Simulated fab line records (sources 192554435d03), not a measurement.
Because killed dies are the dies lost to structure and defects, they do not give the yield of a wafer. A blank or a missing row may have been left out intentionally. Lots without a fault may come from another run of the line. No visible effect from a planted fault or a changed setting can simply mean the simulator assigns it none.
What tool caused it?	flow n5Finfet	28 wafers from 10 lots sampled at 5 of the route's 1938 steps

== WHAT THE GAUGES SHOWED, per wafer ==
N5_MOL_CONTACT_COAG_INSPECT_97: inspects for defects (darkfield). Usual: rawDefectCount at 42, with a standard deviation of 14.
lot	measured	on	rawDefectCount	flag
L208	day 6 02:32	defectInspect-01	50 44 42	
L211	day 6 18:14	defectInspect-02	31 25 29	
L214	day 7 15:04	defectInspect-02	36 26 39	
L216	day 8 04:44	defectInspect-02	73 46 29	
L217	day 8 18:25	defectInspect-01	45 29 83	
L218	day 8 21:25	defectInspect-02	46 34 45	
L223	day 10 00:09	defectInspect-01	61 41	
L224	day 10 05:26	defectInspect-02	40 33	
L225	day 10 12:01	defectInspect-02	57 65 39	
L227	day 11 02:08	defectInspect-01	47 31 22	

N5_BEOL_M4_RC_MEAS_101. Usual: DIBL_N 36.3 mV/V, standard deviation 1.4; DIBL_P 36.2 mV/V, standard deviation 1.5; IOFF_N 0.160 nA/um, standard deviation 0.021; IOFF_P 0.211 nA/um, standard deviation 0.027; ION_N 676 uA/um, standard deviation 7.7; ION_P 463 uA/um, standard deviation 5.5; SS_N 71.4 mV/dec, standard deviation 0.57; SS_P 73.3 mV/dec, standard deviation 0.58; VT_N 249.3 mV, standard deviation 2.5; VT_P -250.1 mV, standard deviation 2.6.
lot	measured	on	DIBL_N (mV/V)	DIBL_P (mV/V)	IOFF_N (nA/um)	IOFF_P (nA/um)	ION_N (uA/um)	ION_P (uA/um)	SS_N (mV/dec)	SS_P (mV/dec)	VT_N (mV)	VT_P (mV)	flag
L208	day 8 15:43	prober-02	37.4 37.2 37.6	37.7 36.4 37.6	0.176 0.156 0.172	0.234 0.216 0.230	681 669 673	472 460 465	71.2 71.7 71.4	74.2 74.4 73.6	245.6 251.1 246.3	-246.2 -246.7 -246.6	
L211	day 9 13:05	prober-01	38.6 38.2 37.8	37.1 37.4 35.5	0.156 0.152 0.137	0.234 0.229 0.201	668 673 674	467 469 461	71.9 71.0 71.8	73.6 73.6 73.1	252.9 249.7 253.1	-250.9 -249.4 -250.7	
L214	day 10 06:29	prober-02	34.5 34.5 34.8	35.8 35.7 36.1	0.155 0.148 0.159	0.194 0.189 0.199	687 685 690	471 462 467	71.6 71.3 71.2	72.5 72.8 73.2	249.1 249.6 249.1	-251.3 -249.6 -253.2	
L216	day 10 22:40	prober-01	34.4 36.0 35.0	35.3 37.7 35.8	0.131 0.168 0.136	0.202 0.234 0.205	670 674 660	464 470 456	71.1 71.9 71.7	72.9 74.5 73.6	252.5 247.5 252.5	-251.6 -246.9 -250.2	
L217	day 11 06:19	prober-02	36.0 37.8 36.2	36.1 38.2 35.8	0.147 0.174 0.149	0.180 0.200 0.172	659 682 663	455 460 446	72.1 71.9 71.4	73.0 74.3 72.8	251.5 248.3 252.0	-253.5 -251.7 -255.1	
L218	day 11 20:33	prober-01	34.9 36.3 35.6	35.2 37.1 36.3	0.158 0.175 0.160	0.207 0.234 0.216	677 687 682	462 473 464	71.9 71.6 71.2	73.0 73.6 73.1	249.8 248.8 248.1	-250.5 -247.4 -248.5	
L223	day 12 19:37	prober-02	35.0 38.0	34.3 37.7	0.146 0.191	0.194 0.251	679 679	467 467	70.6 70.8	72.6 73.4	249.2 243.9	-249.9 -248.9	
L224	day 12 12:44	prober-02	35.0 34.2	34.5 33.2	0.153 0.135	0.185 0.174	680 668	460 455	71.4 70.4	73.0 72.7	246.7 249.4	-255.1 -253.7	
L225	day 13 08:55	prober-02	36.2 33.3 35.4	37.0 34.4 36.0	0.155 0.112 0.134	0.210 0.168 0.185	681 667 676	465 460 465	71.0 70.5 71.1	72.6 72.3 72.1	248.7 252.3 250.8	-248.2 -251.6 -252.4	
L227	day 13 20:19	prober-01	36.9 36.1 37.2	37.2 36.4 37.9	0.179 0.162 0.189	0.233 0.231 0.242	680 683 687	468 469 471	71.7 71.4 72.7	73.4 74.0 74.3	249.0 249.9 247.6	-246.6 -250.1 -248.8	

== WHAT TOOL EACH LOT RAN ON (gives the tool, then ch and the chambers of the sampled wafers, and finally the start) ==
lot	N5_BEOL_M0_SAQP_PECVD_04	N5_BEOL_M0_SAQP_COAT_82	N5_BEOL_M0_SAQP_DESCUM_19
L208	pecvd-02 ch 0,1, day 6 03:58	lithoTrack-02 ch 0, day 6 04:10	rieDiel-02 ch 1,2,3, day 6 04:38
L211	pecvd-01 ch 0,1,2, day 6 19:36	lithoTrack-01 ch 0, day 6 19:49	rieDiel-02 ch 0,2, day 6 20:21
L214	pecvd-04 ch 1,2, day 7 16:05	lithoTrack-04 ch 0, day 7 16:18	rieDiel-01 ch 0,1,2, day 7 16:46
L216	pecvd-04 ch 0,2, day 8 07:56	lithoTrack-01 ch 0, day 8 08:08	rieDiel-03 ch 0,1, day 8 08:35
L217	pecvd-02 ch 0,2, day 8 20:16	lithoTrack-01 ch 0, day 8 20:28	rieDiel-02 ch 1,2, day 8 21:04
L218	pecvd-01 ch 0,1,2, day 9 00:31	lithoTrack-01 ch 0, day 9 00:44	rieDiel-02 ch 0,1,3, day 9 01:11
L223	pecvd-01 ch 0,1, day 10 01:53	lithoTrack-01 ch 0, day 10 02:05	rieDiel-03 ch 2,3, day 10 02:32
L224	pecvd-02 ch 0,1, day 10 06:02	lithoTrack-01 ch 0, day 10 06:13	rieDiel-01 ch 2,3, day 10 06:34
L225	pecvd-02 ch 0,1, day 10 13:04	lithoTrack-04 ch 0, day 10 13:19	rieDiel-02 ch 0,2,3, day 10 14:05
L227	pecvd-01 ch 1,2, day 11 03:17	lithoTrack-04 ch 0, day 11 03:29	rieDiel-03 ch 1,2,3, day 11 03:56
- N5_BEOL_M0_SAQP_PECVD_04: deposits a-Si from SiH4/He, target thk 60 nm, time 60.2 s.
- N5_BEOL_M0_SAQP_COAT_82: time 60 s, resist thk 30 nm.
- N5_BEOL_M0_SAQP_DESCUM_19: chemistry O2, time 7.9 s.

== WHAT THE TOOLS THEMSELVES READ (means of the sampled wafers that have a number; where no wafer has one, the mark that the record gives instead) ==
N5_BEOL_M0_SAQP_PECVD_04. Usual: heaterPowerOuterW 359 W, standard deviation 50; heaterPowerW 614 W, standard deviation 76; showerheadPlenumPTorr 5.67 Torr, standard deviation 0.05; throttleValvePct 18.2 %, standard deviation 1.2.
lot	tool	heaterPowerOuterW (W)	heaterPowerW (W)	showerheadPlenumPTorr (Torr)	throttleValvePct (%)	flag
L208	pecvd-02	456	740	5.59	19.6	
L211	pecvd-01	313	567	5.68	18.2	
L214	pecvd-04	368	614	5.69	17.8	
L216	pecvd-04	362	608	5.71	18.4	
L217	pecvd-02	379	608	5.65	17.7	
L218	pecvd-01	347	603	5.68	18.1	
L223	pecvd-01	384	632	5.70	18.8	
L224	pecvd-02	384	660	5.61	19.8	
L225	pecvd-02	409	683	5.59	19.7	
L227	pecvd-01	310	544	5.68	17.7	

N5_BEOL_M0_SAQP_COAT_82. Usual: dispensePressureKPa 48 kPa, standard deviation 3.4; heaterPowerTotalW 427.8 W, standard deviation 2.2; runLengthS 66.24 s, standard deviation 0.19.
lot	tool	dispensePressureKPa (kPa)	heaterPowerTotalW (W)	runLengthS (s)	flag
L208	lithoTrack-02	55	429.9	66.20	
L211	lithoTrack-01	45	428.8	66.41	
L214	lithoTrack-04	47	426.2	66.02	
L216	lithoTrack-01	45	428.5	66.47	
L217	lithoTrack-01	45	427.9	66.36	
L218	lithoTrack-01	45	449.5	62.03	OFF
L223	lithoTrack-01	45	462.9	59.89	OFF
L224	lithoTrack-01	45	462.1	59.90	OFF
L225	lithoTrack-04	47	427.8	65.97	
L227	lithoTrack-04	47	428.5	66.04	

N5_BEOL_M0_SAQP_DESCUM_19. Usual: drypumpMotorCurrentA 5.6 A, standard deviation 0.51; oesProductAu 0.81 a.u., standard deviation 0.075; rfVppV 243.4 V, standard deviation 1.4; showerheadPlenumPTorr 2.12 Torr, standard deviation 0.064; throttleValvePct 20.37 %, standard deviation 0.22.
lot	tool	drypumpMotorCurrentA (A)	oesProductAu (a.u.)	rfVppV (V)	showerheadPlenumPTorr (Torr)	throttleValvePct (%)	flag
L208	rieDiel-02	5.2	0.74	243.4	2.08	20.59	
L211	rieDiel-02	5.4	0.80	243.1	2.08	20.29	
L214	rieDiel-01	5.5	0.82	243.1	2.12	20.35	
L216	rieDiel-03	6.0	0.87	242.7	2.09	20.10	
L217	rieDiel-02	5.5	0.73	243.4	2.04	20.71	
L218	rieDiel-02	5.6	0.71	243.0	2.12	20.48	
L223	rieDiel-03	6.1	0.88	244.4	2.17	20.28	
L224	rieDiel-01	5.2	0.83	243.2	2.08	20.27	
L225	rieDiel-02	5.3	0.74	244.3	2.11	20.37	
L227	rieDiel-03	6.2	0.81	243.9	2.16	20.36	

== THE ANSWER, worked out from the rows above alone ==
Rule: a lot is off if the mean of its wafers that have a number lies more than 3 standard deviations from the usual mean. Also off: a lot with no number at a reading for which 4 or more lots have one. The other lots that the step has rows for count as sound. After the gauges, taken in route order, come the tools' own readings; for these a lot's mean is taken, as printed above. The first step at which some lot is off is used, and at that step the reading that is off furthest; a lot without a number counts as furthest.
Off, at N5_BEOL_M0_SAQP_COAT_82 on runLengthS: L218, L223, L224.
If a tool, at that step or one of the process steps before it, ran each lot that is off and ran no sound lot following the first of them, it fits. One fits: N5_BEOL_M0_SAQP_COAT_82 on lithoTrack-01. Its last sound lot is L217 (day 8 20:28), its first lot that is off L218 (day 9 00:44): a fault that began between those two fits.
The tool's own readings at N5_BEOL_M0_SAQP_COAT_82 bear it out: on the lots that are off they differ by more than 5 times the standard deviation of the sound lots' means. heaterPowerTotalW reads 458.2 W there against 428.2 W on the sound lots; runLengthS reads 60.61 s there against 66.21 s on the sound lots.

== WHAT WAS PUT IN BY THE SIMULATOR ==
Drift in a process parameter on lithoTrack-01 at N5_BEOL_M0_SAQP_COAT_82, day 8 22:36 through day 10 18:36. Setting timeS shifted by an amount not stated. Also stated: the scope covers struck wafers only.
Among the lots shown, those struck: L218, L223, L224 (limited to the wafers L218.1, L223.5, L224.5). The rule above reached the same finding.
